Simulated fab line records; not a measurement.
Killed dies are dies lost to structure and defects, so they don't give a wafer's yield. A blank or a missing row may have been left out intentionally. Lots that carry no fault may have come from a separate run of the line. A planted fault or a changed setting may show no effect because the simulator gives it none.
Which tool was responsible?    flow n5_finfet    Sampling: 12 lots, 36 wafers, 3 of 1938 route steps

## WHAT THE GAUGES SHOWED, per wafer
N5_PASSIVATION_CD_MEAS_30: the cd target is 4000 nm. Usual: 4000.3 nm for cd_nm, sd 1.3.
lot   measured      on         cd_nm (nm)            flag
L953  day 11 06:51  cd_sem-02  3999.4 4000.3 3999.2  
L956  day 12 08:55  cd_sem-03  4003.3 4002.7 4002.4  
L955  day 12 09:11  cd_sem-02  4000.4 4001.5 3999.2  
L957  day 12 23:58  cd_sem-02  4000.9 4002.4 4000.5  
L960  day 13 12:13  cd_sem-02  3998.1 4000.1 3999.0  
L965  day 14 22:28  cd_sem-01  3999.6 4001.3 4000.0  
L966  day 15 04:43  cd_sem-02  4000.2 4003.8 4003.3  
L970  day 16 17:41  cd_sem-02  4000.1 4001.2 4001.1  
L971  day 16 21:50  cd_sem-03  4002.1 4000.8 4002.0  
L976  day 17 20:05  cd_sem-01  4000.4 4000.7 3999.9  
L973  day 17 20:23  cd_sem-03  4000.3 3999.5 3999.2  
L972  day 17 20:52  cd_sem-01  3999.8 3999.8 4000.1  

N5_PASSIVATION_OVL_MEAS_63. Usual: PAD_OVL gives 5 nm (standard deviation 6.7).
lot   measured      on          PAD_OVL (nm)  flag
L953  day 11 06:53  overlay-02  1 -8 -8       
L956  day 12 08:56  overlay-02  2 12 6        
L955  day 12 09:13  overlay-01  -6 5 -1       
L957  day 12 23:59  overlay-02  9 0 9         
L960  day 13 12:14  overlay-02  3 9 2         
L965  day 14 22:29  overlay-01  -9 1 -5       
L966  day 15 04:45  overlay-01  6 3 11        
L970  day 16 17:43  overlay-02  5 10 13       
L971  day 16 21:52  overlay-01  2 11 4        
L976  day 17 20:06  overlay-01  2 10 -5       
L973  day 17 20:25  overlay-01  6 20 18       
L972  day 17 20:53  overlay-02  13 14 8       

## EACH LOT AND THE TOOL THAT RAN IT (in order: tool; ch and the chambers of the sampled wafers; start)
lot   N5_PASSIVATION_AL_DEP_21
L953  pvd_sputter-03, day 11 06:22
L956  pvd_sputter-01, day 12 08:26
L955  pvd_sputter-02, day 12 08:35
L957  pvd_sputter-03, day 12 23:22
L960  pvd_sputter-01, day 13 11:44
L965  pvd_sputter-02, day 14 21:52
L966  pvd_sputter-03, day 15 04:15
L970  pvd_sputter-02, day 16 17:13
L971  pvd_sputter-03, day 16 21:22
L976  pvd_sputter-01, day 17 19:36
L973  pvd_sputter-02, day 17 19:55
L972  pvd_sputter-01, day 17 20:23
- N5_PASSIVATION_AL_DEP_21: deposits Al, target thk 2800 nm, time 170 s.

## WHAT THE TOOLS THEMSELVES READ (means of the sampled wafers that have a number; where no wafer has one, the mark that the record gives instead)
N5_PASSIVATION_AL_DEP_21. Usual: susceptor_temp_C 400.00 C, standard deviation 0.22; throttle_valve_pct 30.0 %, standard deviation 0.92.
lot   tool            susceptor_temp_C (C)  throttle_valve_pct (%)  flag
L953  pvd_sputter-03  399.91                30.3                    
L956  pvd_sputter-01  400.10                31.2                    
L955  pvd_sputter-02  399.88                29.4                    
L957  pvd_sputter-03  399.72                31.2                    
L960  pvd_sputter-01  400.00                29.9                    
L965  pvd_sputter-02  400.17                29.1                    
L966  pvd_sputter-03  400.10                30.3                    
L970  pvd_sputter-02  400.20                29.1                    
L971  pvd_sputter-03  399.83                30.5                    
L976  pvd_sputter-01  399.85                30.2                    
L973  pvd_sputter-02  399.76                29.4                    
L972  pvd_sputter-01  400.02                30.0                    

## THE ANSWER, worked out from the rows above alone
Rule: a lot is off if the mean of its wafers that have a number lies more than 3 standard deviations from the usual mean. Also off: a lot with no number at a reading for which 4 or more lots have one. Any other lot the step has rows for is counted as sound. Order of review: gauges by route order, followed by the tools' own readings, for which a lot's mean as printed above is used. The first step at which some lot is off is used, and at that step the reading that is off furthest; a lot without a number counts as furthest.
Across all readings shown, no lot is off: no conclusion can be drawn from this.

## WHAT THE SIMULATOR HAD INSERTED
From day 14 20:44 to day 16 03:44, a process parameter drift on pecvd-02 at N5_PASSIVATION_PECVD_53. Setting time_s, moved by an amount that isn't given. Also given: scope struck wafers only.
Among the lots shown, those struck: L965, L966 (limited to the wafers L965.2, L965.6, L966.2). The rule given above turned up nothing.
